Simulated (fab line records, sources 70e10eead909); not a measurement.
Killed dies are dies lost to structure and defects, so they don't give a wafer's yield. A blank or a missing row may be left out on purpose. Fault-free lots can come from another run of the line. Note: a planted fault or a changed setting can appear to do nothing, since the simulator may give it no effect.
Chamber matching :: flow nand-harc :: 4 sister chambers for NHARC_A_BLC_STRIP_29 on rie-diel-07
The step strips in CF4. 4 wafers are shown with their chamber, then 12 later ones without.

WAFERS WITH THEIR CHAMBER
wafer: L085.4
chamber: 0
drypump-motor-current-A (A): 5.3

wafer: L085.6
chamber: 2
drypump-motor-current-A (A): 5.7

wafer: L086.1
chamber: 3
drypump-motor-current-A (A): 5.0

wafer: L086.6
chamber: 1
drypump-motor-current-A (A): 6.4

WAFERS WHOSE CHAMBER IS MISSING
wafer: L093.1
drypump-motor-current-A (A): 6.3

wafer: L093.2
drypump-motor-current-A (A): 5.4

wafer: L093.4
drypump-motor-current-A (A): 5.7

wafer: L092.2
drypump-motor-current-A (A): 5.3

wafer: L092.3
drypump-motor-current-A (A): 5.0

wafer: L092.5
drypump-motor-current-A (A): 4.9

wafer: L094.2
drypump-motor-current-A (A): 5.7

wafer: L094.5
drypump-motor-current-A (A): 6.4

wafer: L094.6
drypump-motor-current-A (A): 5.3

wafer: L097.3
drypump-motor-current-A (A): 6.4

wafer: L097.5
drypump-motor-current-A (A): 5.3

wafer: L097.6
drypump-motor-current-A (A): 5.0

CHAMBER TAKEN BY EACH
wafer: L093.1
from the rows above: 1
in truth: 1

wafer: L093.2
from the rows above: 0
in truth: 0

wafer: L093.4
from the rows above: 2
in truth: 2

wafer: L092.2
from the rows above: 0
in truth: 0

wafer: L092.3
from the rows above: 3
in truth: 3

wafer: L092.5
from the rows above: 3
in truth: 3

wafer: L094.2
from the rows above: 2
in truth: 2

wafer: L094.5
from the rows above: 1
in truth: 1

wafer: L094.6
from the rows above: 0
in truth: 0

wafer: L097.3
from the rows above: 1
in truth: 1

wafer: L097.5
from the rows above: 0
in truth: 0

wafer: L097.6
from the rows above: 3
in truth: 3
Placed correctly: 12 of 12. Can't be placed from these rows: 0. 0 placed wrongly.
How it was worked out, from the rows above alone: a wafer's distance from a chamber is the root of the sum, over the readings, of the square of ((its reading less the chamber's mean) divided by the reading's scatter). The wafer belongs to the nearest chamber; if the next one is less than 2 further off, it can't be placed. A chamber's mean is the mean of its shown wafers. The scatter: with one shown wafer a chamber, the root of the mean of the squares of how far each hidden wafer lies from its nearest shown one.
